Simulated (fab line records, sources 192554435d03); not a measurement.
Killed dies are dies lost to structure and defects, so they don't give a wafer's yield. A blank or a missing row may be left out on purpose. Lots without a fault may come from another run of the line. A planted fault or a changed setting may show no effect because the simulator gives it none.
Chamber matching | flow n5_finfet | N5_BEOL_M8_CURE_75 on uv_cure-01: 3 sister chambers
The step cures SiCOH lowk, time 120 s. 6 wafers are shown with their chamber, then 8 later ones without.

WAFERS WITH THEIR CHAMBER
wafer  | chamber | wafer_temp_C_max | lamp_power_pct (%)
L074.2 | 1       | 373.1            | 52.29
L074.3 | 1       | 373.8            | 52.27
L076.6 | 2       | 372.1            | 52.27
L089.3 | 0       | 372.1            | 52.32
L089.6 | 0       | 371.7            | 52.39
L090.4 | 2       | 371.9            | 52.39

WAFERS WITHOUT THEIR CHAMBER
wafer  | wafer_temp_C_max | lamp_power_pct (%)
L090.5 | 371.7            | 52.33
L090.6 | 372.3            | 52.27
L092.1 | 373.3            | 52.36
L092.2 | 374.4            | 52.28
L092.4 | 371.7            | 52.27
L095.2 | 372.6            | 52.29
L095.3 | 372.0            | 52.25
L095.5 | 372.8            | 52.32

WHICH CHAMBER EACH WENT THROUGH
wafer  | from the rows above          | in truth
L090.5 | can't be placed: 0 or 2      | 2
L090.6 | can't be placed: 2 or 0      | 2
L092.1 | 1                            | 1
L092.2 | 1                            | 1
L092.4 | can't be placed: 2 or 0      | 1
L095.2 | can't be placed: 2 or 0 or 1 | 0
L095.3 | can't be placed: 2 or 0      | 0
L095.5 | can't be placed: 1 or 2 or 0 | 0
Placed correctly: 2 of 8. Can't be placed from these rows: 6 (the true chamber is among the candidates in 5). Placed wrongly: 0.
How it was worked out, from the rows above alone: a wafer's distance from a chamber is the root of the sum, over the readings, of the square of ((its reading less the chamber's mean) divided by the reading's scatter). The wafer belongs to the nearest chamber; if the next one is less than 2 further off, it can't be placed. A chamber's mean is the mean of its shown wafers. The scatter: the root of (the sum of the squares of (reading less its chamber's mean) over the shown wafers, divided by (wafers less chambers)).
